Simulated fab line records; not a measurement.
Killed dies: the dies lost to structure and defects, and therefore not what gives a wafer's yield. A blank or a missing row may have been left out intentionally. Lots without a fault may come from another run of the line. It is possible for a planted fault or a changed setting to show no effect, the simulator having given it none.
The tool behind it: which one? / flow nandHarc / 24 lots, 72 wafers sampled, at 2 steps of a route of 1302

## WHAT THE GAUGES READ, wafer by wafer
NHARC_P_M0_CD_MEAS_16. Usual: cdNm 89.9 nm, standard deviation 0.57.
lot=L074; measured=day 6 06:52; on=cdSem-02; cdNm (nm)=90.5 89.8 89.2; flag=
lot=L075; measured=day 7 00:35; on=cdSem-03; cdNm (nm)=90.0 90.6 89.3; flag=
lot=L076; measured=day 7 02:24; on=cdSem-03; cdNm (nm)=90.2 89.3 90.2; flag=
lot=L077; measured=day 7 08:19; on=cdSem-02; cdNm (nm)=90.5 90.5 90.2; flag=
lot=L078; measured=day 7 14:54; on=cdSem-02; cdNm (nm)=91.0 91.2 90.8; flag=
lot=L079; measured=day 8 03:34; on=cdSem-01; cdNm (nm)=89.8 89.0 89.7; flag=
lot=L080; measured=day 8 12:51; on=cdSem-03; cdNm (nm)=89.2 89.8 89.4; flag=
lot=L081; measured=day 9 05:47; on=cdSem-01; cdNm (nm)=89.8 89.5 89.8; flag=
lot=L082; measured=day 9 06:28; on=cdSem-02; cdNm (nm)=89.9 89.6 90.5; flag=
lot=L083; measured=day 10 06:55; on=cdSem-01; cdNm (nm)=90.2 90.7 91.0; flag=
lot=L084; measured=day 10 09:19; on=cdSem-02; cdNm (nm)=89.8 90.3 90.1; flag=
lot=L085; measured=day 10 15:59; on=cdSem-03; cdNm (nm)=90.9 90.4 90.9; flag=
lot=L086; measured=day 11 06:20; on=cdSem-03; cdNm (nm)=89.8 90.4 90.2; flag=
lot=L087; measured=day 11 06:51; on=cdSem-02; cdNm (nm)=89.1 89.3 89.2; flag=
lot=L088; measured=day 12 06:11; on=cdSem-03; cdNm (nm)=89.1 89.1 88.9; flag=
lot=L089; measured=day 12 07:58; on=cdSem-01; cdNm (nm)=90.8 90.1 89.9; flag=
lot=L090; measured=day 13 01:11; on=cdSem-02; cdNm (nm)=90.7 90.6 90.5; flag=
lot=L091; measured=day 13 05:22; on=cdSem-01; cdNm (nm)=90.4 90.0 90.4; flag=
lot=L092; measured=day 13 12:55; on=cdSem-02; cdNm (nm)=89.2 90.1 89.1; flag=
lot=L093; measured=day 14 06:52; on=cdSem-03; cdNm (nm)=89.4 89.2 90.0; flag=
lot=L094; measured=day 14 14:49; on=cdSem-03; cdNm (nm)=91.0 89.5 89.7; flag=
lot=L096; measured=day 15 04:28; on=cdSem-02; cdNm (nm)=89.1 89.3 88.9; flag=
lot=L095; measured=day 15 05:23; on=cdSem-01; cdNm (nm)=89.5 89.8 89.5; flag=
lot=L097; measured=day 15 14:33; on=cdSem-02; cdNm (nm)=89.4 89.9 89.4; flag=

## WHAT TOOL EACH LOT RAN ON (gives the tool, then ch and the chambers of the sampled wafers, and finally the start)
lot=L074; NHARC_P_GATE_RTA_64=rtpAnneal-02 ch 0, day 5 23:25
lot=L075; NHARC_P_GATE_RTA_64=rtpAnneal-01 ch 0, day 6 16:58
lot=L076; NHARC_P_GATE_RTA_64=rtpAnneal-02 ch 0, day 6 18:53
lot=L077; NHARC_P_GATE_RTA_64=rtpAnneal-02 ch 0, day 7 00:42
lot=L078; NHARC_P_GATE_RTA_64=rtpAnneal-01 ch 0, day 7 07:28
lot=L079; NHARC_P_GATE_RTA_64=rtpAnneal-02 ch 0, day 7 20:20
lot=L080; NHARC_P_GATE_RTA_64=rtpAnneal-02 ch 0, day 8 05:16
lot=L081; NHARC_P_GATE_RTA_64=rtpAnneal-01 ch 0, day 8 21:34
lot=L082; NHARC_P_GATE_RTA_64=rtpAnneal-02 ch 0, day 8 21:59
lot=L083; NHARC_P_GATE_RTA_64=rtpAnneal-01 ch 0, day 9 23:22
lot=L084; NHARC_P_GATE_RTA_64=rtpAnneal-01 ch 0, day 10 01:37
lot=L085; NHARC_P_GATE_RTA_64=rtpAnneal-01 ch 0, day 10 08:05
lot=L086; NHARC_P_GATE_RTA_64=rtpAnneal-01 ch 0, day 10 22:43
lot=L087; NHARC_P_GATE_RTA_64=rtpAnneal-02 ch 0, day 10 23:06
lot=L088; NHARC_P_GATE_RTA_64=rtpAnneal-02 ch 0, day 11 22:32
lot=L089; NHARC_P_GATE_RTA_64=rtpAnneal-01 ch 0, day 12 00:24
lot=L090; NHARC_P_GATE_RTA_64=rtpAnneal-01 ch 0, day 12 17:09
lot=L091; NHARC_P_GATE_RTA_64=rtpAnneal-01 ch 0, day 12 21:34
lot=L092; NHARC_P_GATE_RTA_64=rtpAnneal-02 ch 0, day 13 05:27
lot=L093; NHARC_P_GATE_RTA_64=rtpAnneal-01 ch 0, day 13 23:26
lot=L094; NHARC_P_GATE_RTA_64=rtpAnneal-02 ch 0, day 14 07:11
lot=L096; NHARC_P_GATE_RTA_64=rtpAnneal-01 ch 0, day 14 21:08
lot=L095; NHARC_P_GATE_RTA_64=rtpAnneal-02 ch 0, day 14 21:51
lot=L097; NHARC_P_GATE_RTA_64=rtpAnneal-01 ch 0, day 15 07:07
- NHARC_P_GATE_RTA_64: time 1 s.

## WHAT THE TOOLS THEMSELVES READ (means of the sampled wafers that have a number; where no wafer has one, the mark that the record gives instead)
NHARC_P_GATE_RTA_64. Usual: lampPowerPct 35.1 %, standard deviation 1.6; lamp_zone_2_pct 35.1 %, standard deviation 1.6; wafer_temp_C_max 1054.3, standard deviation 1.2.
lot=L074; tool=rtpAnneal-02; lampPowerPct (%)=33.4; lamp_zone_2_pct (%)=33.4; wafer_temp_C_max=1053.3; flag=
lot=L075; tool=rtpAnneal-01; lampPowerPct (%)=36.7; lamp_zone_2_pct (%)=36.7; wafer_temp_C_max=1054.9; flag=
lot=L076; tool=rtpAnneal-02; lampPowerPct (%)=33.4; lamp_zone_2_pct (%)=33.4; wafer_temp_C_max=1053.3; flag=
lot=L077; tool=rtpAnneal-02; lampPowerPct (%)=33.3; lamp_zone_2_pct (%)=33.4; wafer_temp_C_max=1053.4; flag=
lot=L078; tool=rtpAnneal-01; lampPowerPct (%)=36.7; lamp_zone_2_pct (%)=36.6; wafer_temp_C_max=1055.9; flag=
lot=L079; tool=rtpAnneal-02; lampPowerPct (%)=33.4; lamp_zone_2_pct (%)=33.3; wafer_temp_C_max=1053.6; flag=
lot=L080; tool=rtpAnneal-02; lampPowerPct (%)=33.3; lamp_zone_2_pct (%)=33.3; wafer_temp_C_max=1053.1; flag=
lot=L081; tool=rtpAnneal-01; lampPowerPct (%)=36.7; lamp_zone_2_pct (%)=36.6; wafer_temp_C_max=1055.2; flag=
lot=L082; tool=rtpAnneal-02; lampPowerPct (%)=33.4; lamp_zone_2_pct (%)=33.4; wafer_temp_C_max=1053.2; flag=
lot=L083; tool=rtpAnneal-01; lampPowerPct (%)=36.6; lamp_zone_2_pct (%)=36.6; wafer_temp_C_max=1055.4; flag=
lot=L084; tool=rtpAnneal-01; lampPowerPct (%)=36.6; lamp_zone_2_pct (%)=36.6; wafer_temp_C_max=1056.1; flag=
lot=L085; tool=rtpAnneal-01; lampPowerPct (%)=36.6; lamp_zone_2_pct (%)=36.7; wafer_temp_C_max=1054.5; flag=
lot=L086; tool=rtpAnneal-01; lampPowerPct (%)=36.6; lamp_zone_2_pct (%)=36.6; wafer_temp_C_max=1055.0; flag=
lot=L087; tool=rtpAnneal-02; lampPowerPct (%)=33.4; lamp_zone_2_pct (%)=33.4; wafer_temp_C_max=1053.8; flag=
lot=L088; tool=rtpAnneal-02; lampPowerPct (%)=33.3; lamp_zone_2_pct (%)=33.3; wafer_temp_C_max=1052.8; flag=
lot=L089; tool=rtpAnneal-01; lampPowerPct (%)=36.6; lamp_zone_2_pct (%)=36.6; wafer_temp_C_max=1056.2; flag=
lot=L090; tool=rtpAnneal-01; lampPowerPct (%)=36.7; lamp_zone_2_pct (%)=36.7; wafer_temp_C_max=1054.2; flag=
lot=L091; tool=rtpAnneal-01; lampPowerPct (%)=36.7; lamp_zone_2_pct (%)=36.6; wafer_temp_C_max=1055.7; flag=
lot=L092; tool=rtpAnneal-02; lampPowerPct (%)=33.3; lamp_zone_2_pct (%)=33.4; wafer_temp_C_max=1053.5; flag=
lot=L093; tool=rtpAnneal-01; lampPowerPct (%)=36.7; lamp_zone_2_pct (%)=36.6; wafer_temp_C_max=1054.3; flag=
lot=L094; tool=rtpAnneal-02; lampPowerPct (%)=33.4; lamp_zone_2_pct (%)=33.4; wafer_temp_C_max=1053.7; flag=
lot=L096; tool=rtpAnneal-01; lampPowerPct (%)=36.7; lamp_zone_2_pct (%)=36.6; wafer_temp_C_max=1054.9; flag=
lot=L095; tool=rtpAnneal-02; lampPowerPct (%)=33.4; lamp_zone_2_pct (%)=33.3; wafer_temp_C_max=1054.1; flag=
lot=L097; tool=rtpAnneal-01; lampPowerPct (%)=36.7; lamp_zone_2_pct (%)=36.6; wafer_temp_C_max=1055.2; flag=

## THE ANSWER, worked out from the rows above alone
Rule: a lot counts as off when the mean over its wafers that have a number is more than 3 standard deviations away from the usual mean. A lot without any number at a reading at which 4 lots or more have one is off too. Any other lot the step has rows for is counted as sound. After the gauges, taken in route order, come the tools' own readings; for these a lot's mean is taken, as printed above. At the first step where some lot is off, the reading lying furthest off is the one used; lots without a number count as furthest.
No lot is off on any of the readings shown, so nothing can be concluded from this.

## WHAT THE SIMULATOR HAD INSERTED
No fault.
